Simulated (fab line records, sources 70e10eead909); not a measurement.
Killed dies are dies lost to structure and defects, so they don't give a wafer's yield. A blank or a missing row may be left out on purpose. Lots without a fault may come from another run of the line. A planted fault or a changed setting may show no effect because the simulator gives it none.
fab line records | flow nand_harc
record lots=6 wafers=18 last_day=24
route steps=1159 shown P_M1@288 END@1159
lots that met no fault: from a run of the same line without faults
start_h: hours from the record's first day to the start of the lot's first wafer shown | wait_h: hours since the lot's step before | " the same as in the row above | L1.1+2: a row that stands for several wafers | - no value, or no start given | * or withheld: withheld | < > ~ a bound
route shown NAME@n: a module of which the file shows steps, and the number in the route of the first | usual: mean/standard deviation of fault-free wafers | same: alike in all rows | chamber/n: place in a boat | sites: the reading at each site | _std_site: their standard deviation | _edge_site: outer sites' mean less inner sites' | radius_mm: how far each site lies from the wafer's centre | mask NAME#n: copy n | behind: the tool/chamber that last shaped the wafer | hold: why the lot was held/for how many hours/how that ended | device: the transistor (n, p or np) that didn't switch | end of line: the same wafers' tests at the end of the route | a step without rows: its recipe alone | killed: dies lost to structure and defects at the first sort, not the wafer's yield | map: a wafer's dies, x killed, . not, _ none there
set.NAME: the setting as run; set.NAME@STEP: as run at that earlier step | model.NAME: the simulator's own value behind a step, which no gauge read
lots at some steps of the route; a table a step, a row a wafer
services: from which hour (start_h, from the record's first day; less than 0 if before it) a tool's chamber was out of use, for how many hours, and why
## steps
# step NHARC_P_M1_COAT_34
# recipe temp_c=200 time_s=65
# step NHARC_P_M1_COAT_03
# recipe spin_rpm=1500 resist_thk_nm=90
# step NHARC_P_M1_SOFTBAKE_04
# recipe temp_c=105 time_s=55
# step NHARC_P_M1_EBR_05
# step NHARC_P_M1_EXPOSE_06
# recipe na=1.35 target_cd_nm=130 dose_mj=81.88 mask_id=P_M1
# step NHARC_P_M1_PEB_07
# recipe peb_temp_c=100 peb_time_s=65
# step NHARC_P_M1_DEVELOP_08
# recipe develop_time_s=35 dev_temp_c=23
# step NHARC_P_M1_CD_MEAS_09
# recipe target_cd_nm=130 landing_energy_ev=500
# usual cd_nm=130.0/0.55
# columns lot.wafer tool chamber start_h wait_h cd_nm
L662.1 cd_sem-02 0 156.94 - 129.8
L662.2 " 0 " " 129.4
L662.4 " 0 " " 129.5
L672.1 cd_sem-02 0 212.44 - 130.5
L672.4 " 0 " " 130.2
L672.5 " 0 " " 129.7
L670.1 cd_sem-03 0 212.91 - 131.0
L670.4 " 0 " " 130.8
L670.5 " 0 " " 130.1
L674.1 cd_sem-01 0 225.66 - 130.1
L674.3 " 0 " " 130.2
L674.6 " 0 " " 130.9
L678.2 cd_sem-01 0 260.18 - 129.3
L678.3 " 0 " " 130.9
L678.5 " 0 " " 130.1
L679.2 cd_sem-03 0 260.51 - 130.1
L679.3 " 0 " " 130.3
L679.5 " 0 " " 129.9
# step NHARC_P_M1_OVL_MEAS_10
# recipe pitch_nm=260
# usual overlay_x_nm=-0.2/1.1 overlay_y_nm=0.0/0.82
# columns lot.wafer tool chamber start_h wait_h overlay_x_nm overlay_y_nm
L662.1 overlay-02 - 157.02 - 0.4 -0.1
L662.2 " - " " -0.4 -1.1
L662.4 " - " " 0.5 -0.8
L672.1 overlay-02 - 212.53 - 1.3 -0.6
L672.4 " - " " 1.1 -0.8
L672.5 " - " " 1.1 -0.7
L670.1 overlay-02 - 213.00 - 0.2 0.0
L670.4 " - " " 0.7 0.8
L670.5 " - " " 0.4 0.1
L674.1 overlay-02 - 225.75 - 0.6 -0.2
L674.3 " - " " 1.0 0.0
L674.6 " - " " 1.1 0.0
L678.2 overlay-02 - 260.26 - -0.7 -1.8
L678.3 " - " " -0.3 -1.9
L678.5 " - " " 0.1 -1.4
L679.2 overlay-02 - 260.60 - 0.7 1.0
L679.3 " - " " 0.6 0.4
L679.5 " - " " 0.7 0.4
# step NHARC_P_M1_INSPECT_11
# usual raw_defect_count=3.7/2
# columns lot.wafer tool chamber start_h wait_h raw_defect_count
L662.1 defect_inspect-02 - 157.06 0.0 5
L662.2 " - " " 1
L662.4 " - " " 4
L672.1 defect_inspect-02 - 212.56 0.0 7
L672.4 " - " " 5
L672.5 " - " " 5
L670.1 defect_inspect-01 - 213.03 0.0 6
L670.4 " - " " 3
L670.5 " - " " 2
L674.1 defect_inspect-01 - 225.79 0.0 3
L674.3 " - " " 7
L674.6 " - " " 3
L678.2 defect_inspect-01 - 260.30 0.0 8
L678.3 " - " " 3
L678.5 " - " " 5
L679.2 defect_inspect-01 - 260.63 0.0 3
L679.3 " - " " 10
L679.5 " - " " 9
# step NHARC_P_M1_DESCUM_14
# recipe time_s=3 o2_flow_sccm=200 ar_flow_sccm=0 bias_power_w=0 chemistry=O2
# usual drypump_motor_current_A=5.6/0.5 oes_product_au=0.998/0.0098 rf_vpp_V=57.8/0.82 showerhead_plenum_p_Torr=1.92/0.068 throttle_valve_pct=11.311/0.0081
# columns lot.wafer tool chamber start_h wait_h drypump_motor_current_A oes_product_au rf_hours_counter_h rf_vpp_V showerhead_plenum_p_Torr throttle_valve_pct
L662.1 rie_diel-04 3 157.12 0.1 6.0 1.009 2.0 57.8 1.92 11.308
L662.4 " 1 " " 5.4 1.005 2.1 57.4 1.95 11.309
L662.2 " 2 " " 4.8 1.007 2.1 57.6 1.86 11.302
L672.1 rie_diel-05 2 212.64 0.1 5.6 0.993 3.3 57.7 1.79 11.304
L672.4 " 3 " " 6.5 0.998 3.6 56.7 1.91 11.313
L672.5 " 0 " " 5.3 1.003 - 56.8 2.02 11.299
L670.4 rie_diel-05 2 213.10 0.1 5.6 0.993 3.4 56.5 1.79 11.313
L670.1 " 3 " " 6.5 1.000 3.7 57.5 1.91 11.298
L670.5 " 2 " " 5.6 0.996 - 57.5 1.79 11.304
L674.1 rie_diel-05 0 225.85 0.1 5.3 1.002 2.6 58.8 2.02 11.313
L674.3 " 3 " " 6.4 0.995 4.2 57.5 1.91 11.313
L674.6 " 1 " " 6.2 1.005 - 56.0 1.94 11.299
L678.3 rie_diel-05 1 260.38 0.1 6.2 1.010 5.3 57.1 1.94 11.308
L678.2 " 2 " " 5.6 0.999 5.6 57.2 1.79 11.317
L678.5 " 0 " " 5.3 1.003 - 58.4 2.02 11.311
L679.3 rie_diel-04 1 260.69 0.1 5.3 1.008 10.2 57.2 1.94 11.298
L679.2 " 2 " " 4.7 1.001 10.5 57.4 1.86 11.301
L679.5 " 1 " " 5.3 1.005 - 57.7 1.94 11.299
# step NHARC_P_M1_ETCH_35
# recipe target_depth_a=400 overetch_a=120 time_s=43.94 ion_energy_ev=200 n2_flow_sccm=150 h2_flow_sccm=150 ar_flow_sccm=0 rf_w=400 bias_w=150 chemistry=N2/H2
# usual bias_w=150.0/0.42 chamber_pressure_mTorr=30.002/0.027 drypump_motor_current_A=5.6/0.52 oes_product_au=0.996/0.011 rf_vpp_V=431.0/2.3 showerhead_plenum_p_Torr=2.06/0.077 throttle_valve_pct=14.172/0.0085
# columns lot.wafer tool chamber start_h wait_h bias_w chamber_pressure_mTorr drypump_motor_current_A oes_product_au rf_hours_counter_h rf_vpp_V showerhead_plenum_p_Torr throttle_valve_pct
L662.4 rie_diel-04 2 157.21 0.1 149.9 30.036 4.8 1.002 2.1 428.2 1.98 14.161
L662.2 " 3 " " 150.2 30.010 6.0 0.999 2.0 430.7 2.05 14.175
L662.1 " 0 " " 149.8 29.977 5.8 0.986 2.1 430.0 2.03 14.177
L672.1 rie_diel-05 0 212.72 0.1 149.5 29.994 5.3 0.992 2.0 433.7 2.15 14.161
L672.4 " 1 " " 150.1 29.990 6.2 1.001 3.1 431.0 2.07 14.175
L672.5 " 3 " " 149.5 30.014 6.5 0.989 - 430.1 2.04 14.149
L670.1 rie_diel-05 1 213.20 0.1 150.0 29.970 6.2 1.000 3.2 431.0 2.07 14.172
L670.4 " 2 " " 150.4 29.987 5.7 0.993 3.4 425.4 1.90 14.180
L670.5 " 0 " " 150.0 30.009 5.3 1.000 - 433.5 2.15 14.179
L674.3 rie_diel-05 3 225.96 0.1 149.8 30.020 6.5 0.994 4.3 429.2 2.04 14.175
L674.1 " 0 " " 149.4 30.032 5.3 1.004 2.6 434.2 2.15 14.175
L674.6 " 3 " " 150.3 29.993 6.5 0.995 - 429.2 2.04 14.153
L678.2 rie_diel-05 3 260.45 0.1 149.4 30.019 6.5 0.987 6.4 431.9 2.04 14.170
L678.3 " 1 " " 150.3 30.007 6.2 1.003 5.3 430.9 2.07 14.161
L678.5 " 0 " " 149.7 30.000 5.3 1.011 - 433.3 2.15 14.173
L679.3 rie_diel-04 2 260.78 0.1 149.8 29.977 4.8 1.012 10.5 429.2 1.98 14.164
L679.2 " 1 " " 150.2 29.987 5.3 1.000 10.2 431.7 2.07 14.168
L679.5 " 3 " " 149.4 30.024 6.0 0.997 - 431.0 2.05 14.170
# step NHARC_P_M1_ETCH_15
# recipe target_depth_a=1825 time_s=91.2 c4f8_flow_sccm=withheld ar_flow_sccm=400 rf_w=600 bias_w=300 chemistry=C4F8/Ar
# usual bias_w=300.1/0.94 chamber_pressure_mTorr=25.001/0.022 oes_product_au=0.952/0.021 rf_vpp_V=441.2/2.2
# columns lot.wafer tool chamber start_h wait_h bias_w chamber_pressure_mTorr oes_product_au rf_hours_counter_h rf_vpp_V
L662.4 rie_diel-04 2 157.29 - 298.7 25.001 0.968 2.1 438.5
L662.1 " 0 " " 300.0 25.007 0.941 2.1 440.2
L662.2 " 1 " " 298.9 24.997 0.978 2.2 442.5
L672.1 rie_diel-05 3 212.80 - - - - - -
L672.4 " 1 " " - - - - -
L672.5 " 0 " " - - - - -
L670.4 rie_diel-05 3 213.28 - - - - - -
L670.1 " 1 " " - - - - -
L670.5 " 2 " " - - - - -
L674.3 rie_diel-05 0 226.05 - 299.7 24.994 0.959 2.6 445.3
L674.1 " 1 " " 300.9 24.985 0.971 3.7 442.9
L674.6 " 0 " " 299.3 24.994 0.970 - 443.7
L678.2 rie_diel-05 2 260.53 - 301.7 24.947 0.971 5.7 435.6
L678.3 " 0 " " 301.7 24.967 0.969 4.4 443.7
L678.5 " 2 " " 300.6 25.031 0.975 - 436.9
L679.3 rie_diel-04 3 260.87 - 299.1 25.026 0.915 11.5 440.3
L679.2 " 0 " " 299.2 25.014 0.914 10.9 441.6
L679.5 " 2 " " 300.8 24.989 0.924 - 439.5
# step NHARC_P_M1_CD_MEAS_16
# usual cd_nm=129.9/0.93
# columns lot.wafer tool chamber start_h wait_h cd_nm
L662.1 cd_sem-03 - 157.43 - 128.9
L662.2 " - " " 129.2
L662.4 " - " " 129.3
L672.1 cd_sem-02 - 212.93 - 130.1
L672.4 " - " " 130.5
L672.5 " - " " 130.5
L670.1 cd_sem-02 - 213.41 - 131.6
L670.4 " - " " 130.6
L670.5 " - " " 130.1
L674.1 cd_sem-02 - 226.20 - 131.3
L674.3 " - " " 129.9
L674.6 " - " " 131.1
L678.2 cd_sem-02 - 260.67 - 128.4
L678.3 " - " " 131.2
L678.5 " - " " 131.4
L679.2 cd_sem-02 - 261.00 - 129.6
L679.3 " - " " 129.8
L679.5 " - " " 129.1
# step NHARC_END_SORT_01
# recipe temp_c=25
# usual defect_limited_yield=95.4/1.7 killed_at_array=28/11 killed_at_other=0.6/0.85 killed_at_periphery=2.8/2.3 killed_dies=31/11 killed_open=3.1/1.6 killed_short=2.0/1.4 sort_bin_2_pct=1.4/0.73 sort_bin_3_pct=0.27/0.23 sort_bin_4_pct=2.9/1.1 sort_n_pass=646/11 sort_rim_yield_pct=95/3.2 sort_yield_pct=95.4/1.7
# same gross_dies=677 sort_bin_5_pct[%]=0 sort_bin_6_pct[%]=0 sort_bin_7_pct[%]=0 sort_bin_8_pct[%]=0 sort_rim_n_gross=106.00
# columns lot.wafer tool chamber start_h wait_h defect_limited_yield[%] killed_at_array killed_at_other killed_at_periphery killed_dies killed_open killed_short sort_bin_2_pct[%] sort_bin_3_pct[%] sort_bin_4_pct[%] sort_n_pass sort_rim_yield_pct[%] sort_yield_pct[%]
L662.1 prober-02 0 468.03 2.5 98.4 7 0 4 11 2 2 0.4 0.15 1.0 666 96 98.4
L662.2 prober-02 0 468.83 2.8 97.2 15 2 2 19 4 2 0.7 0.15 1.9 658 97 97.2
L662.4 prober-02 0 470.42 3.4 97.3 15 1 2 18 4 2 0.3 0.44 1.9 659 98 97.3
L674.1 prober-02 0 531.77 2.5 90.7 52 0 11 63 8 3 3.1 0.15 6.1 614 95 90.7
L674.3 prober-02 0 533.33 3.1 93.8 36 1 5 42 1 2 2.5 0.74 3.0 635 98 93.8
L674.6 prober-02 0 535.68 3.9 93.6 40 0 3 43 2 1 3.0 0.15 3.2 634 98 93.6
L670.1 prober-01 0 531.79 2.5 0 30 0 647 677 2 2 96.6 0 3.4 0 0 0
L670.4 prober-01 0 534.18 3.4 0 18 0 659 677 5 3 97.5 0.15 2.4 0 0 0
L670.5 prober-01 0 534.98 3.7 0 33 0 644 677 1 0 96.9 0.15 3.0 0 0 0
L672.1 prober-01 0 543.80 2.5 0 23 1 653 677 2 0 96.8 0.15 3.1 0 0 0
L672.4 prober-01 0 546.21 3.4 0 29 0 648 677 3 4 96.3 0.30 3.4 0 0 0
L672.5 prober-01 0 547.01 3.7 0 28 1 648 677 4 1 96.8 0.30 3.0 0 0 0
L679.2 prober-01 0 573.64 2.8 95.4 25 3 3 31 0 2 1.9 0.15 2.5 646 98 95.4
L679.3 prober-01 0 574.44 3.1 93.8 31 3 8 42 1 0 2.5 0.30 3.4 635 96 93.8
L679.5 prober-01 0 576.05 3.7 93.5 31 4 9 44 5 1 2.1 0.74 3.7 633 93 93.5
L678.2 prober-02 0 575.72 2.8 94.5 30 0 7 37 0 1 1.6 0.30 3.5 640 96 94.5
L678.3 prober-02 0 576.53 3.1 93.9 37 0 4 41 4 0 2.1 0.59 3.4 636 97 93.9
L678.5 prober-02 0 578.13 3.7 93.8 38 2 2 42 4 2 2.4 0.59 3.2 635 92 93.8
# killed by level:class
L662.1 A_CONTACT:chamber_film_flake=3 P_STI:chamber_film_flake=1 P_CONTACT:geometric_particle:short=1 P_M0:geometric_particle:open=1 A_CONTACT:geometric_particle:open=1 A_M0:geometric_particle:short=1 P_GATE:chamber_film_flake=1 A_CHANNEL_HOLE_D1:chamber_film_flake=1
L662.2 A_CHANNEL_HOLE_D1:chamber_film_flake=4 A_CONTACT:chamber_film_flake=3 P_M0:geometric_particle:open=2 A_STAIRCASE:chamber_film_flake=2 THIN_TSV:chamber_film_flake=2 A_ONON_D1:geometric_particle:short=1 A_CONTACT:geometric_particle:open=1 A_BLC:geometric_particle:open=1
L662.4 A_CONTACT:chamber_film_flake=4 A_CHANNEL_HOLE_D1:chamber_film_flake=3 A_STAIRCASE:chamber_film_flake=2 A_WL_FILL:chamber_film_flake=2 P_M1:geometric_particle:open=1 A_CHANNEL_FILL_D1:geometric_particle:open=1 A_STAIRCASE:geometric_particle:open=1 A_CONTACT:geometric_particle:open=1
L674.1 A_CHANNEL_HOLE_D1:chamber_film_flake=25 A_SLIT:chamber_film_flake=22 P_GATE:geometric_particle:open=3 P_M0:geometric_particle:open=3 A_CONTACT:chamber_film_flake=3 P_ZERO_WELL:chamber_film_flake=2 P_CONTACT:geometric_particle:open=1 P_CONTACT:geometric_particle:short=1
L670.1 P_M1:area_etch=647 A_CHANNEL_HOLE_D1:chamber_film_flake=18 A_STAIRCASE:chamber_film_flake=5 A_CONTACT:chamber_film_flake=2 A_SOURCE_PLATE:geometric_particle:open=1 A_SOURCE_PLATE:geometric_particle:short=1 A_M0:geometric_particle:open=1 A_M1:geometric_particle:short=1
L674.3 A_CHANNEL_HOLE_D1:chamber_film_flake=24 A_SLIT:chamber_film_flake=8 P_ZERO_WELL:chamber_film_flake=4 A_CONTACT:chamber_film_flake=2 P_M0:geometric_particle:short=1 A_CONTACT:geometric_particle:open=1 A_BLC:geometric_particle:short=1 HYBRID_BOND:latent=1
L670.4 P_M1:area_etch=656 A_CHANNEL_HOLE_D1:chamber_film_flake=9 A_CONTACT:geometric_particle:open=3 A_STAIRCASE:chamber_film_flake=2 A_CONTACT:chamber_film_flake=2 P_GATE:geometric_particle:open=1 P_GATE:geometric_particle:short=1 P_M0:geometric_particle:short=1
L670.5 P_M1:area_etch=644 A_CHANNEL_HOLE_D1:chamber_film_flake=17 A_STAIRCASE:chamber_film_flake=11 A_CONTACT:chamber_film_flake=4 A_CONTACT:geometric_particle:open=1
L674.6 A_CHANNEL_HOLE_D1:chamber_film_flake=20 A_SLIT:chamber_film_flake=14 P_ZERO_WELL:chamber_film_flake=3 A_CONTACT:chamber_film_flake=2 A_ONON_D1:geometric_particle:open=1 A_CHANNEL_FILL_D1:geometric_particle:short=1 A_M0:geometric_particle:open=1 A_ZERO_WELL:chamber_film_flake=1
L672.1 P_M1:area_etch=649 A_SLIT:chamber_film_flake=13 A_CONTACT:chamber_film_flake=5 P_CONTACT:geometric_particle:open=2 P_ZERO_WELL:chamber_film_flake=2 A_CHANNEL_HOLE_D1:chamber_film_flake=2 A_STAIRCASE:chamber_film_flake=2 A_ZERO_WELL:chamber_film_flake=1
L672.4 P_M1:area_etch=642 A_SLIT:chamber_film_flake=13 A_CONTACT:chamber_film_flake=6 A_STAIRCASE:chamber_film_flake=3 P_ZERO_WELL:chamber_film_flake=2 A_ZERO_WELL:chamber_film_flake=2 A_CHANNEL_HOLE_D1:chamber_film_flake=2 P_CONTACT:geometric_particle:short=1
L672.5 P_M1:area_etch=643 A_SLIT:chamber_film_flake=13 A_CONTACT:chamber_film_flake=7 A_CHANNEL_HOLE_D1:chamber_film_flake=5 P_GATE:geometric_particle:open=2 P_ZERO_WELL:chamber_film_flake=2 P_M0:geometric_particle:open=1 A_CHANNEL_FILL_D1:geometric_particle:open=1
L679.2 A_SLIT:chamber_film_flake=18 THIN_TSV:chamber_film_flake=3 A_WL_FILL:geometric_particle:short=1 A_M1:geometric_particle:short=1 P_STI:chamber_film_flake=1 P_GATE:chamber_film_flake=1 P_BONDPAD:chamber_film_flake=1 A_CHANNEL_HOLE_D1:unspecified=1
L679.3 A_SLIT:chamber_film_flake=18 P_STI:chamber_film_flake=6 A_CHANNEL_HOLE_D1:unspecified=3 A_CONTACT:chamber_film_flake=3 THIN_TSV:chamber_film_flake=3 A_CHANNEL_HOLE_D1:chamber_film_flake=2 A_CHANNEL_FILL_D1:chamber_film_flake=2 A_BLC:geometric_particle:open=1
L678.2 A_SLIT:chamber_film_flake=16 A_CHANNEL_HOLE_D1:chamber_film_flake=4 P_STI:chamber_film_flake=3 A_CONTACT:chamber_film_flake=3 P_GATE:chamber_film_flake=2 A_STAIRCASE:chamber_film_flake=2 A_WL_FILL:chamber_film_flake=2 A_BONDPAD:chamber_film_flake=2
L679.5 A_SLIT:chamber_film_flake=13 P_STI:chamber_film_flake=8 A_CONTACT:chamber_film_flake=5 THIN_TSV:chamber_film_flake=4 A_CHANNEL_FILL_D1:chamber_film_flake=3 A_CONTACT:geometric_particle:open=2 A_CHANNEL_HOLE_D1:unspecified=2 A_ONON_D1:geometric_particle:open=1
L678.3 A_SLIT:chamber_film_flake=21 A_CHANNEL_HOLE_D1:chamber_film_flake=7 A_CONTACT:chamber_film_flake=4 A_CONTACT:geometric_particle:open=2 P_STI:chamber_film_flake=2 A_BONDPAD:chamber_film_flake=2 P_CONTACT:geometric_particle:open=1 A_ONON_D1:geometric_particle:open=1
L678.5 A_SLIT:chamber_film_flake=26 A_CHANNEL_HOLE_D1:chamber_film_flake=4 A_BONDPAD:chamber_film_flake=3 A_CONTACT:chamber_film_flake=2 P_STI:geometric_particle:short=1 P_CONTACT:geometric_particle:open=1 A_CHANNEL_FILL_D1:geometric_particle:open=1 A_CHANNEL_FILL_D1:geometric_particle:short=1
# map L670.1 (x killed, . not)
____________x____________
_________xxxxxxx_________
_______xxxxxxxxxxx_______
______xxxxxxxxxxxxx______
_____xxxxxxxxxxxxxxx_____
____xxxxxxxxxxxxxxxxx____
____xxxxxxxxxxxxxxxxx____
___xxxxxxxxxxxxxxxxxxx___
___xxxxxxxxxxxxxxxxxxx___
__xxxxxxxxxxxxxxxxxxxxx__
__xxxxxxxxxxxxxxxxxxxxx__
_xxxxxxxxxxxxxxxxxxxxxxx_
_xxxxxxxxxxxxxxxxxxxxxxx_
_xxxxxxxxxxxxxxxxxxxxxxx_
_xxxxxxxxxxxxxxxxxxxxxxx_
_xxxxxxxxxxxxxxxxxxxxxxx_
xxxxxxxxxxxxxxxxxxxxxxxxx
xxxxxxxxxxxxxxxxxxxxxxxxx
xxxxxxxxxxxxxxxxxxxxxxxxx
xxxxxxxxxxxxxxxxxxxxxxxxx
xxxxxxxxxxxxxxxxxxxxxxxxx
_xxxxxxxxxxxxxxxxxxxxxxx_
_xxxxxxxxxxxxxxxxxxxxxxx_
_xxxxxxxxxxxxxxxxxxxxxxx_
_xxxxxxxxxxxxxxxxxxxxxxx_
_xxxxxxxxxxxxxxxxxxxxxxx_
__xxxxxxxxxxxxxxxxxxxxx__
__xxxxxxxxxxxxxxxxxxxxx__
___xxxxxxxxxxxxxxxxxxx___
___xxxxxxxxxxxxxxxxxxx___
____xxxxxxxxxxxxxxxxx____
____xxxxxxxxxxxxxxxxx____
_____xxxxxxxxxxxxxxx_____
______xxxxxxxxxxxxx______
_______xxxxxxxxxxx_______
_________xxxxxxx_________
____________x____________
# map L672.1 (x killed, . not)
____________x____________
_________xxxxxxx_________
_______xxxxxxxxxxx_______
______xxxxxxxxxxxxx______
_____xxxxxxxxxxxxxxx_____
____xxxxxxxxxxxxxxxxx____
____xxxxxxxxxxxxxxxxx____
___xxxxxxxxxxxxxxxxxxx___
___xxxxxxxxxxxxxxxxxxx___
__xxxxxxxxxxxxxxxxxxxxx__
__xxxxxxxxxxxxxxxxxxxxx__
_xxxxxxxxxxxxxxxxxxxxxxx_
_xxxxxxxxxxxxxxxxxxxxxxx_
_xxxxxxxxxxxxxxxxxxxxxxx_
_xxxxxxxxxxxxxxxxxxxxxxx_
_xxxxxxxxxxxxxxxxxxxxxxx_
xxxxxxxxxxxxxxxxxxxxxxxxx
xxxxxxxxxxxxxxxxxxxxxxxxx
xxxxxxxxxxxxxxxxxxxxxxxxx
xxxxxxxxxxxxxxxxxxxxxxxxx
xxxxxxxxxxxxxxxxxxxxxxxxx
_xxxxxxxxxxxxxxxxxxxxxxx_
_xxxxxxxxxxxxxxxxxxxxxxx_
_xxxxxxxxxxxxxxxxxxxxxxx_
_xxxxxxxxxxxxxxxxxxxxxxx_
_xxxxxxxxxxxxxxxxxxxxxxx_
__xxxxxxxxxxxxxxxxxxxxx__
__xxxxxxxxxxxxxxxxxxxxx__
___xxxxxxxxxxxxxxxxxxx___
___xxxxxxxxxxxxxxxxxxx___
____xxxxxxxxxxxxxxxxx____
____xxxxxxxxxxxxxxxxx____
_____xxxxxxxxxxxxxxx_____
______xxxxxxxxxxxxx______
_______xxxxxxxxxxx_______
_________xxxxxxx_________
____________x____________
## services
# columns tool chamber start_h hours kind
rie_diel-05 0 142.73 - clean
rie_diel-05 1 142.73 - clean
rie_diel-05 2 142.73 - clean
rie_diel-05 3 142.73 - clean
rie_diel-05 - 163.60 9.0 pm
rie_diel-05 0 163.60 9.0 vent_cycle
rie_diel-05 1 163.60 9.0 vent_cycle
rie_diel-05 2 163.60 9.0 vent_cycle
rie_diel-05 3 163.60 9.0 vent_cycle
rie_diel-05 0 172.60 - clean
rie_diel-05 1 172.60 - clean
rie_diel-05 2 172.60 - clean
rie_diel-05 3 172.60 - clean
rie_diel-05 0 197.00 6.1 repair
rie_diel-05 1 197.10 - clean
rie_diel-05 2 197.10 - clean
rie_diel-05 3 197.10 - clean
rie_diel-05 0 221.60 - clean
rie_diel-05 1 221.60 - clean
rie_diel-05 2 221.60 - clean
rie_diel-05 3 221.60 - clean
rie_diel-05 2 223.81 7.4 repair
rie_diel-04 0 233.78 8.4 repair
rie_diel-05 0 246.10 - clean
## key
first_sign step=NHARC_P_M1_ETCH_15 reading=tool_record direction=missing
effect step=NHARC_END_SORT_01 reading=killed_at_periphery direction=up sigmas=99+ usual=2.8 struck=649.8
more_kills_born_at NHARC_P_M1_ETCH_15@rie_diel-05=3881
met_at NHARC_P_M1_ETCH_15
struck_wafers L670.1,L670.4,L670.5,L672.1,L672.4,L672.5
later_rows_left_out L670.1,L670.4,L670.5,L672.1,L672.4,L672.5
fault kind=skipped_step_whole tool=rie_diel-05 chamber=- onset_h=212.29 steps=NHARC_P_M1_ETCH_15 scope=struck_lots_only
# later_rows_left_out: the simulator's readings of these wafers behind a module that went badly wrong aren't trusted and aren't shown, but for the sort
